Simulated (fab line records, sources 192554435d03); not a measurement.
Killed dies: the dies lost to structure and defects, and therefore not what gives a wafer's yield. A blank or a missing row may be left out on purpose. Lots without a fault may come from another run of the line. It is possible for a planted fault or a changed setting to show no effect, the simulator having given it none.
fab line records | flow n5Finfet | part 1 of 2: steps 1 to 16 of 23
record lots=5 wafers=15 lastDay=17
route steps=1938 shown FIN_SAQP@119
lots with no fault: from the same line, run without faults
startH: hours from the record's opening day to when the first of the lot's shown wafers began | waitH: hours since the lot's step before | " repeats the value in the row above | L1.1+2: a single row standing in for several wafers | - no value, or no start given | * or withheld: withheld | < > ~ a bound
route shown NAME@n: a module of which the file shows steps, and the number in the route of the first | usual: mean/standard deviation taken from wafers without a fault | same: alike in all rows | chamber/n: place in a boat | sites: per-site readings | _std_site: standard deviation across them | _edge_site: mean of outer sites minus mean of inner sites | radiusMm: for every site, how far away it sits from the centre of the wafer | mask NAME#n: copy n | behind: the tool/chamber that last shaped the wafer | hold: why the lot was held/for how many hours/how that ended | device: names the non-switching transistor (n, p or np) | end of line: tests of these same wafers at the route's end | a step without rows: its recipe alone | killed: not the wafer's yield, but the dies lost to structure and defects at the first sort | map: a wafer's dies, marking killed ones x, the rest . and places with no die _
set.NAME: the setting as run; set.NAME@STEP: as run at that earlier step | model.NAME: the simulator's own value behind a step, which no gauge read
lots at selected steps of the route; one table per step, one row per wafer
services: the hour from which a tool's chamber was out of use, counted from the record's first day as startH (under 0 if before that day), plus the number of hours and why
## steps
# step N5_FIN_SAQP_STRIP_74
# recipe chemistry=CHF3/O2 resist=SiARC rfFrequencyHz=6e+07
# columns lot.wafer tool chamber startH waitH
L078.3+5+6 rieDiel-06 1,1,3 49.69 0.0
L086.2+5+6 rieDiel-02 0,3,0 95.30 0.0
L090.1+2+4 rieDiel-02 1,0,3 120.03 0.0
L093.1+3+5 rieDiel-01 3,2,1 138.34 0.0
L095.2+3+4 rieDiel-02 2,1,2 147.54 0.0
# step N5_FIN_SAQP_MANDREL_ETCH_22
# recipe targetDepthA=600 chemistry=HBr/Cl2 target=a-Si stopOn=SiNx btTimeS=10 overEtchFrac=0.5 timeS=30 pressureMtorr=10 icpW=800 biasW=75 HBr_flow_sccm=150 Cl2_flow_sccm=80 ends=endPoint
# usual drypumpMotorCurrentA=5.7/0.42 oesProductAu=0.762/0.016 throttleValvePct=35.4/0.31
# columns lot.wafer tool chamber startH waitH drypumpMotorCurrentA oesProductAu rfHoursCounterH throttleValvePct
L078.3 rieSi-04 0 49.72 0.0 5.9 0.782 29 35.2
L078.5 " 1 " " 6.3 0.784 - 35.4
L078.6 " 0 " " 5.9 0.776 - 35.2
L086.2 rieSi-02 3 95.33 0.0 5.4 0.775 117 34.7
L086.5 " 2 " " 5.7 0.765 - 35.1
L086.6 " 3 " " 5.4 0.792 - 34.7
L090.1 rieSi-03 3 120.06 0.0 5.7 0.736 60 35.5
L090.2 " 2 " " 6.2 0.744 186 35.6
L090.4 " 1 " " 5.8 0.767 5 35.6
L093.1 rieSi-03 3 138.37 0.0 5.7 0.742 60 35.5
L093.3 " 2 " " 6.2 0.730 187 35.7
L093.5 " 2 " " 6.2 0.745 - 35.6
L095.2 rieSi-03 2 147.57 0.0 6.2 0.739 187 35.7
L095.3 " 0 " " 5.7 0.755 100 35.1
L095.4 " 1 " " 5.9 0.749 5 35.7
# step N5_FIN_SAQP_STRIP_55
# recipe chemistry=N2/H2 powerW=500 tempC=40 pressureMtorr=50 rfFrequencyHz=6e+07 overashFraction=0.3 biasPowerW=28 h2Frac=0.5 n2FlowSccm=300 h2FlowSccm=300
# usual biasPowerW=28.00/0.084 drypumpMotorCurrentA=5.7/0.52 oesProductAu=0.81/0.09 rfVppV=122.0/1.4 showerheadPlenumPTorr=3.35/0.13 throttleValvePct=18.77/0.28
# columns lot.wafer tool chamber startH waitH biasPowerW drypumpMotorCurrentA oesProductAu rfHoursCounterH rfVppV showerheadPlenumPTorr throttleValvePct
L078.3 rieDiel-01 1 49.82 0.1 27.94 5.3 0.73 162 120.3 3.36 19.09
L078.5 " 1 " " 27.93 5.3 0.73 - 120.3 3.36 19.07
L078.6 " 3 " " 27.94 5.8 0.66 - 121.1 3.30 19.11
L086.2 rieDiel-01 1 95.47 0.1 28.02 5.3 0.73 180 123.2 3.35 19.08
L086.5 " 3 " " 27.84 5.8 0.92 - 122.4 3.29 18.61
L086.6 " 0 " " 28.02 6.1 0.74 - 121.6 3.21 19.05
L090.1 rieDiel-01 1 120.32 0.2 27.90 5.3 0.72 191 121.3 3.35 19.09
L090.2 " 2 " " 28.12 6.4 0.72 235 124.7 3.30 18.72
L090.4 " 0 " " 27.94 6.1 0.74 201 120.5 3.20 19.05
L093.1 rieDiel-01 3 138.47 0.1 27.98 5.8 0.87 22 121.2 3.28 18.65
L093.3 " 0 " " 28.05 6.1 0.72 210 121.4 3.20 19.04
L093.5 " 0 " " 28.09 6.1 0.73 - 118.4 3.20 19.07
L095.2 rieDiel-02 2 147.98 0.4 27.93 5.8 0.82 70 123.4 3.56 18.83
L095.3 " 1 " " 27.97 5.6 0.85 52 123.0 3.41 18.26
L095.4 " 3 " " 28.02 4.8 0.86 - 121.6 3.26 18.57
# step N5_FIN_SAQP_STRIP_23
# recipe chemistry=SPM timeS=750 tempC=130 h2so4H2o2VolRatio=4
# usual bathHeatDutyPct=14.9/1.5
# columns lot.wafer tool chamber startH waitH bathHeatDutyPct
L078.3 wetBench-01 1 49.89 - 14.3
L078.5 " 0 " " 16.2
L078.6 " 6 " " 12.3
L086.2 wetBench-01 5 95.53 - 16.1
L086.5 " 0 " " 16.1
L086.6 " 6 " " 11.8
L090.1 wetBench-01 1 120.39 - 16.0
L090.2 " 6 " " 11.2
L090.4 " 0 " " 16.2
L093.1 wetBench-06 6 138.54 - 18.5
L093.3 " 7 " " 13.9
L093.5 " 2 " " 15.0
L095.2 wetBench-02 4 148.06 - 15.1
L095.3 " 2 " " 15.6
L095.4 " 5 " " 14.5
# step N5_FIN_SAQP_SRD_66
# recipe dry=ipaMarangoni timeS=30 tempC=23 rinseLiquid=diw
# usual bathHeatDutyPct=3.7/0.56
# columns lot.wafer tool chamber startH waitH bathHeatDutyPct
L078.3 wetBench-01 1 50.10 0.0 4.5
L078.5 " 0 " " 3.8
L078.6 " 6 " " 2.9
L086.2 wetBench-01 5 95.74 0.0 4.0
L086.5 " 0 " " 3.4
L086.6 " 6 " " 3.6
L090.1 wetBench-01 1 120.60 0.0 3.4
L090.2 " 6 " " 3.2
L090.4 " 0 " " 3.7
L093.1 wetBench-06 6 138.74 0.0 4.8
L093.3 " 7 " " 2.7
L093.5 " 2 " " 3.6
L095.2 wetBench-02 4 148.27 0.0 3.8
L095.3 " 2 " " 3.5
L095.4 " 5 " " 3.3
# step N5_FIN_SAQP_RECESS_75
# recipe chemistry=HF/NH3 target=SiO2 targetDepthA=144 afsCycles=3 tempC=30 sublimationTempC=180 sublimationTimeS=60
# usual drypumpMotorCurrentA=5.7/0.39
# columns lot.wafer tool chamber startH waitH drypumpMotorCurrentA
L078.3 vaporEtch-01 1 50.26 0.1 5.3
L078.5 " 0 " " 5.6
L078.6 " 1 " " 5.3
L086.2 vaporEtch-01 0 95.79 0.0 5.6
L086.5 " 0 " " 5.6
L086.6 " 1 " " 5.3
L090.1 vaporEtch-02 1 120.65 0.0 6.3
L090.2 " 0 " " 5.5
L090.4 " 0 " " 5.4
L093.1 vaporEtch-01 0 138.79 0.0 5.6
L093.3 " 0 " " 5.6
L093.5 " 1 " " 5.3
L095.2 vaporEtch-02 0 148.32 0.0 5.4
L095.3 " 1 " " 6.3
L095.4 " 0 " " 5.4
# step N5_FIN_SAQP_SPACER1_ALD_24
# recipe material=SiO2 targetThkA=203 tempC=300 aldPrecursorFamily=BDEAS aldCoReactant=O2-plasma pulseTimeS=1 purgeTimeS=2 coReactantPurgeTimeS=2 aldCycles=218 pressureTorr=2
# usual heaterPowerOuterW=255/28 heaterPowerW=460/43 precursorPulseHeightRel=0.999/0.019
# columns lot.wafer tool chamber startH waitH heaterPowerOuterW heaterPowerW precursorPulseHeightRel
L078.3 aldSin-02 0 50.53 0.1 248 435 0.987
L078.5 " 3 " " 227 401 1.023
L078.6 " 0 " " 248 442 1.009
L086.2 aldSin-02 3 98.47 2.6 236 412 0.998
L086.5 " 3 " " 226 400 1.031
L086.6 " 0 " " 250 424 1.003
L090.1 aldSin-01 1 121.03 0.3 243 465 0.990
L090.2 " 2 " " 276 500 0.997
L090.4 " 0 " " 246 473 0.980
L093.1 aldSin-03 3 139.17 0.3 244 479 1.007
L093.3 " 0 " " 294 506 1.029
L093.5 " 0 " " 300 504 1.021
L095.2 aldSin-01 1 148.97 0.5 237 467 1.031
L095.3 " 2 " " 277 531 0.998
L095.4 " 3 " " 306 533 0.992
# step N5_FIN_SAQP_SPACER1_ETCHBACK_25
# recipe chemistry=CHF3/O2 mode=anisotropicEtchback target=SiO2 targetDepthA=244 timeS=12.2 pressureMtorr=30 sourceW=650 biasW=170 Ar_flow_sccm=200 CHF3_flow_sccm=50 O2_flow_sccm=5 ionEnergyEv=200
# usual CHF3_flow_sccm=49.99/0.15 drypumpMotorCurrentA=5.7/0.52 oesProductAu=0.82/0.089 rfVppV=523/5.5 showerheadPlenumPTorr=2.41/0.094 throttleValvePct=18.87/0.19
# columns lot.wafer tool chamber startH waitH CHF3_flow_sccm drypumpMotorCurrentA oesProductAu rfHoursCounterH rfVppV showerheadPlenumPTorr throttleValvePct
L078.3 rieDiel-02 0 51.24 0.4 49.99 5.8 0.72 249 519 2.48 18.92
L078.5 " 2 " " 50.06 5.7 0.88 - 517 2.55 18.64
L078.6 " 3 " " 49.96 4.7 0.92 - 523 2.35 18.87
L086.2 rieDiel-01 2 99.19 0.4 50.24 6.4 0.71 225 519 2.37 18.99
L086.5 " 3 " " 49.85 5.7 0.93 - 526 2.36 18.80
L086.6 " 0 " " 49.70 6.1 0.74 - 516 2.30 19.09
L090.1 rieDiel-02 1 121.94 0.6 49.94 5.6 0.87 41 521 2.44 18.55
L090.2 " 2 " " 50.06 5.7 0.84 59 516 2.54 18.71
L090.4 " 0 " " 50.21 5.8 0.90 21 517 2.47 18.59
L093.1 rieDiel-06 1 139.93 0.4 49.92 6.7 0.81 94 523 2.32 18.87
L093.3 " 0 " " 50.07 5.3 0.94 6 530 2.56 18.80
L093.5 " 3 " " 50.19 5.1 0.89 - 535 2.54 18.77
L095.2 rieDiel-02 2 149.69 0.4 49.64 5.7 0.82 71 515 2.53 18.69
L095.3 " 3 " " 49.86 4.7 0.83 63 523 2.33 18.95
L095.4 " 1 " " 50.44 5.6 0.85 53 522 2.43 18.59
# step N5_FIN_SAQP_MANDREL1_REMOVE_56
# recipe chemistry=HBr/Cl2/O2 btTimeS=10 target=a-Si stopOn=SiNx endpoint=OES-SiCl overEtchFrac=1 icpW=600 biasW=22 HBr_flow_sccm=150 Cl2_flow_sccm=80 O2_flow_sccm=5 pressureMtorr=10
# usual drypumpMotorCurrentA=5.7/0.46 oesProductAu=0.998/0.017 throttleValvePct=36.6/0.32
# columns lot.wafer tool chamber startH waitH drypumpMotorCurrentA oesProductAu rfHoursCounterH throttleValvePct
L078.3 rieSi-02 1 51.33 0.1 5.2 0.990 118 37.2
L078.5 " 3 " " 5.4 0.995 - 36.1
L078.6 " 0 " " 5.1 0.996 - 36.7
L086.2 rieSi-02 3 99.28 0.1 5.4 0.990 117 36.1
L086.5 " 1 " " 5.2 0.985 - 37.2
L086.6 " 0 " " 5.1 0.996 - 36.7
L090.1 rieSi-03 3 122.02 0.1 5.7 0.965 60 36.9
L090.2 " 2 " " 6.2 0.970 187 37.0
L090.4 " 1 " " 5.8 0.988 5 37.0
L093.1 rieSi-03 0 140.02 0.1 5.8 1.014 100 36.4
L093.3 " 3 " " 5.7 0.957 60 36.9
L093.5 " 1 " " 5.8 0.985 - 37.0
L095.2 rieSi-04 2 149.78 0.1 4.9 1.015 9 36.5
L095.3 " 1 " " 6.3 1.015 38 36.7
L095.4 " 0 " " 5.9 1.005 31 36.6
# step N5_FIN_SAQP_CD_MEAS_27
# recipe targetCdNm=20 landingEnergyEv=1000 detector=seInlens polarity=line
# usual cdNm=20.29/0.23
# columns lot.wafer tool chamber startH waitH cdNm
L078.3 cdSem-01 0 51.45 0.1 20.37
L078.5 " 0 " " 20.13
L078.6 " 0 " " 20.91
L086.2 cdSem-03 0 99.39 0.1 20.02
L086.5 " 0 " " 20.06
L086.6 " 0 " " 20.39
L090.1 cdSem-03 0 122.13 0.1 20.27
L090.2 " 0 " " 19.81
L090.4 " 0 " " 20.36
L093.1 cdSem-03 0 140.13 0.1 20.30
L093.3 " 0 " " 20.16
L093.5 " 0 " " 20.20
L095.2 cdSem-01 0 149.89 0.1 20.26
L095.3 " 0 " " 20.24
L095.4 " 0 " " 20.27
# step N5_FIN_SAQP_ETCH_57
# recipe chemistry=CH3F/O2 target=SiNx maskMaterial=SiO2 targetDepthA=325 timeS=46.4 pressureMtorr=30 sourceW=395 biasW=73 Ar_flow_sccm=150 CH3F_flow_sccm=30 O2_flow_sccm=20 ionEnergyEv=120 ends=cleared
# usual drypumpMotorCurrentA=5.7/0.49 etchRfOnTimeS=45.9/0.84 oesProductAu=0.70/0.076 rfVppV=296.7/3 showerheadPlenumPTorr=2.01/0.077 throttleValvePct=16.31/0.21
# columns lot.wafer tool chamber startH waitH drypumpMotorCurrentA etchRfOnTimeS oesProductAu rfHoursCounterH rfVppV showerheadPlenumPTorr throttleValvePct
L078.3 rieDiel-01 3 51.51 0.1 5.7 46.6 0.57 251 296.9 1.96 16.75
L078.5 " 0 " " 6.1 46.0 0.65 - 293.0 1.92 16.50
L078.6 " 1 " " 5.3 47.7 0.62 - 297.3 2.00 16.41
L086.2 rieDiel-06 0 99.43 0.0 5.3 45.6 0.82 1 301.0 2.13 16.18
L086.5 " 2 " " 5.4 45.0 0.80 - 301.4 2.13 16.34
L086.6 " 3 " " 5.2 46.2 0.77 - 304.5 2.11 16.19
L090.1 rieDiel-02 0 122.25 0.1 5.8 46.0 0.76 21 295.5 2.05 16.02
L090.2 " 3 " " 4.7 46.4 0.73 51 297.5 1.94 16.34
L090.4 " 1 " " 5.6 46.2 0.74 41 297.5 2.02 15.96
L093.1 rieDiel-01 3 140.24 0.1 5.7 46.8 0.75 23 299.7 1.95 16.27
L093.3 " 0 " " 6.1 45.4 0.62 212 293.4 1.90 16.59
L093.5 " 1 " " 5.3 47.2 0.60 - 295.8 1.98 16.48
L095.2 rieDiel-06 1 149.94 0.1 6.7 46.7 0.69 98 298.5 1.92 16.35
L095.3 " 0 " " 5.3 45.6 0.78 9 300.9 2.13 16.19
L095.4 " 3 " " 5.1 46.3 0.75 42 304.1 2.11 16.19
# step N5_FIN_SAQP_ETCH_65
# recipe chemistry=CF4 target=SiO2 targetDepthA=40 ionEnergyEv=350 timeS=4.4 pressureMtorr=10 icpW=800 biasW=400 cf4FlowSccm=80
# usual drypumpMotorCurrentA=5.7/0.41 oesProductAu=0.989/0.023 throttleValvePct=21.72/0.22
# columns lot.wafer tool chamber startH waitH drypumpMotorCurrentA oesProductAu rfHoursCounterH throttleValvePct
L078.3 rieSi-04 3 51.61 0.1 6.3 1.010 115 21.62
L078.5 " 3 " " 6.3 1.007 - 21.63
L078.6 " 2 " " 4.9 1.007 - 21.45
L086.2 rieSi-04 2 99.54 0.1 5.0 1.010 8 21.46
L086.5 " 3 " " 6.3 1.006 - 21.63
L086.6 " 0 " " 5.9 1.002 - 21.45
L090.1 rieSi-02 2 122.36 0.1 5.7 0.977 69 21.35
L090.2 " 1 " " 5.2 0.996 120 22.23
L090.4 " 0 " " 5.1 1.003 9 21.91
L093.1 rieSi-02 0 140.35 0.1 5.1 0.999 9 21.93
L093.3 " 3 " " 5.4 0.985 118 21.51
L093.5 " 0 " " 5.1 1.000 - 21.91
L095.2 rieSi-03 3 150.05 0.1 5.6 0.971 60 21.88
L095.3 " 2 " " 6.2 0.959 187 21.73
L095.4 " 0 " " 5.7 1.005 100 21.68
# step N5_FIN_SAQP_MANDREL_ETCH_58
# recipe chemistry=HBr/Cl2 target=a-Si targetDepthA=450 btTimeS=10 stopOn=SiNx maskMaterial=SiO2 overEtchFrac=0.8 timeS=27 pressureMtorr=10 icpW=800 biasW=75 HBr_flow_sccm=150 Cl2_flow_sccm=80 ends=endPoint
# usual drypumpMotorCurrentA=5.7/0.41 oesProductAu=0.696/0.013 throttleValvePct=35.5/0.32
# columns lot.wafer tool chamber startH waitH drypumpMotorCurrentA oesProductAu rfHoursCounterH throttleValvePct
L078.3 rieSi-04 3 51.65 0.0 6.3 0.707 115 35.2
L078.5 " 3 " " 6.3 0.720 - 35.2
L078.6 " 2 " " 5.0 0.713 - 35.4
L086.2 rieSi-04 2 99.58 0.0 4.9 0.706 8 35.4
L086.5 " 3 " " 6.3 0.721 - 35.2
L086.6 " 0 " " 5.9 0.720 - 35.4
L090.1 rieSi-02 2 122.39 0.0 5.7 0.689 69 35.3
L090.2 " 1 " " 5.2 0.694 120 36.1
L090.4 " 0 " " 5.1 0.700 9 35.6
L093.1 rieSi-02 0 140.38 0.0 5.1 0.708 9 35.6
L093.3 " 3 " " 5.4 0.692 118 34.9
L093.5 " 0 " " 5.1 0.703 - 35.6
L095.2 rieSi-03 3 150.08 0.0 5.7 0.675 60 35.8
L095.3 " 2 " " 6.2 0.672 187 35.8
L095.4 " 0 " " 5.7 0.702 100 35.3
# step N5_FIN_SAQP_RECESS_63
# recipe chemistry=HF/NH3 target=SiO2 targetDepthA=180 afsCycles=3 tempC=30 sublimationTempC=180 sublimationTimeS=60
# usual drypumpMotorCurrentA=5.6/0.38
# columns lot.wafer tool chamber startH waitH drypumpMotorCurrentA
L078.3 vaporEtch-01 0 51.85 0.2 5.6
L078.5 " 1 " " 5.3
L078.6 " 0 " " 5.6
L086.2 vaporEtch-01 0 99.66 0.1 5.6
L086.5 " 0 " " 5.6
L086.6 " 1 " " 5.3
L090.1 vaporEtch-01 1 122.66 0.2 5.3
L090.2 " 0 " " 5.6
L090.4 " 1 " " 5.3
L093.1 vaporEtch-02 1 140.51 0.1 6.3
L093.3 " 0 " " 5.4
L093.5 " 1 " " 6.3
L095.2 vaporEtch-01 1 150.16 0.1 5.3
L095.3 " 1 " " 5.3
L095.4 " 0 " " 5.6
# step N5_FIN_SAQP_COAT_68
# recipe resist=SOC tempC=250 timeS=60 spinRpm=1500 resistThkNm=100
# usual exhaustPa=45.2/0.79
# columns lot.wafer tool chamber startH waitH exhaustPa
L078.3 lithoTrack-03 0 52.12 0.2 44.3
L078.5 " 0 " " 45.5
L078.6 " 0 " " 43.8
L086.2 lithoTrack-03 0 100.04 0.3 45.0
L086.5 " 0 " " 44.2
L086.6 " 0 " " 44.9
L090.1 lithoTrack-01 0 123.05 0.3 45.0
L090.2 " 0 " " 44.7
L090.4 " 0 " " 45.8
L093.1 lithoTrack-03 0 140.90 0.3 45.6
L093.3 " 0 " " 46.2
L093.5 " 0 " " 45.7
L095.2 lithoTrack-02 0 150.55 0.3 44.1
L095.3 " 0 " " 45.3
L095.4 " 0 " " 46.1
# step N5_FIN_SAQP_ETCH_69
# recipe chemistry=N2/H2 target=SOC targetDepthA=1500 stopOn=SiNx ionEnergyEv=100 biasW=61 pressureMtorr=30 sourceW=850 n2FlowSccm=200 h2FlowSccm=200
# usual drypumpMotorCurrentA=5.7/0.55 oesProductAu=0.82/0.088 rfVppV=241.0/1.7 showerheadPlenumPTorr=2.56/0.11 throttleValvePct=17.78/0.21
# columns lot.wafer tool chamber startH waitH drypumpMotorCurrentA oesProductAu rfHoursCounterH rfVppV showerheadPlenumPTorr throttleValvePct
L078.3 rieDiel-06 1 52.45 - 6.7 0.83 70 240.2 2.48 17.90
L078.5 " 3 " " 5.2 0.92 - 242.0 2.68 17.50
L078.6 " 0 " " 5.3 0.67 - 238.6 2.40 18.10
L086.2 rieDiel-02 2 100.10 - 5.8 0.85 48 242.1 2.71 17.65
L086.5 " 0 " " 5.8 0.92 - 242.1 2.62 17.50
L086.6 " 3 " " 4.7 0.86 - 240.8 2.47 17.70
L090.1 rieDiel-02 2 123.13 - 5.8 0.83 60 242.1 2.70 17.70
L090.2 " 1 " " 5.6 0.85 41 242.1 2.59 17.44
L090.4 " 0 " " 5.8 0.89 22 241.9 2.61 17.52
L093.1 rieDiel-06 1 141.00 - 6.6 0.80 95 238.8 2.47 17.94
L093.3 " 2 " " 5.4 0.91 19 243.0 2.71 17.80
L093.5 " 1 " " 6.7 0.79 - 239.1 2.47 17.93
L095.2 rieDiel-06 1 150.66 - 6.7 0.80 98 239.0 2.46 17.95
L095.3 " 2 " " 5.4 0.90 24 241.7 2.71 17.80
L095.4 " 0 " " 5.3 0.91 9 242.2 2.72 17.71
